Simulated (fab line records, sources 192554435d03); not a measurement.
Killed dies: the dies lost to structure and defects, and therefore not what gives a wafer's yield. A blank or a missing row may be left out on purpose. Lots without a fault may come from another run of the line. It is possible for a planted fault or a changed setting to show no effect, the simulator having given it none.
The tool behind it: which one? :: flow n5-finfet :: 36 wafers sampled from 12 lots at 1 step of a route of 1938

WHAT THE GAUGES SHOWED, per wafer
N5_HKMG_FIN_OVL_MEAS_13.
lot: L075
measured: day 4 13:36
on: overlay-02
NWFM_OVL (nm): 0.2 -0.9 0.5

lot: L077
measured: day 5 02:18
on: overlay-02
NWFM_OVL (nm): -0.1 0.3 -0.1

lot: L079
measured: day 5 10:46
on: overlay-02
NWFM_OVL (nm): 0.1 0.1 1.0

lot: L081
measured: day 5 20:55
on: overlay-01
NWFM_OVL (nm): 0.5 0.3 -0.3

lot: L083
measured: day 6 10:20
on: overlay-02
NWFM_OVL (nm): -1.1 0.8 -1.5

lot: L085
measured: day 6 21:44
on: overlay-01
NWFM_OVL (nm): 0.0 -1.6 -0.4

lot: L087
measured: day 7 12:49
on: overlay-02
NWFM_OVL (nm): -2.4 -1.2 -1.8

lot: L089
measured: day 7 23:59
on: overlay-01
NWFM_OVL (nm): -0.1 0.4 -0.1

lot: L091
measured: day 8 08:49
on: overlay-01
NWFM_OVL (nm): -0.7 -0.4 -1.0

lot: L093
measured: day 8 21:54
on: overlay-01
NWFM_OVL (nm): 0.5 0.4 0.8

lot: L095
measured: day 9 09:34
on: overlay-02
NWFM_OVL (nm): -0.4 -0.4 -0.2

lot: L097
measured: day 9 21:28
on: overlay-01
NWFM_OVL (nm): 0.9 -0.6 -0.3

EACH LOT AND THE TOOL THAT RAN IT (in order: tool; ch and the chambers of the sampled wafers; start)
Record: no process step prior to these readings.

THE ANSWER, worked out from the rows above alone
Rule: usual is defined by the lots themselves. The widest of any qualifying gaps counts: lots, ordered by their means at a reading, are off when they make up no more than a third of the lots, leave a main group of 4 or more, and stand apart from it by 3 or more times the standard deviation of that group's means. A main group whose means are all the same, to the digits that the tables above print for the reading, isn't used. A lot without any number at a reading at which 4 lots or more have one is off too. All remaining lots with rows at the step are treated as sound.
None of the lots is off at any reading shown; this tells nothing.

WHAT THE SIMULATOR HAD PUT IN
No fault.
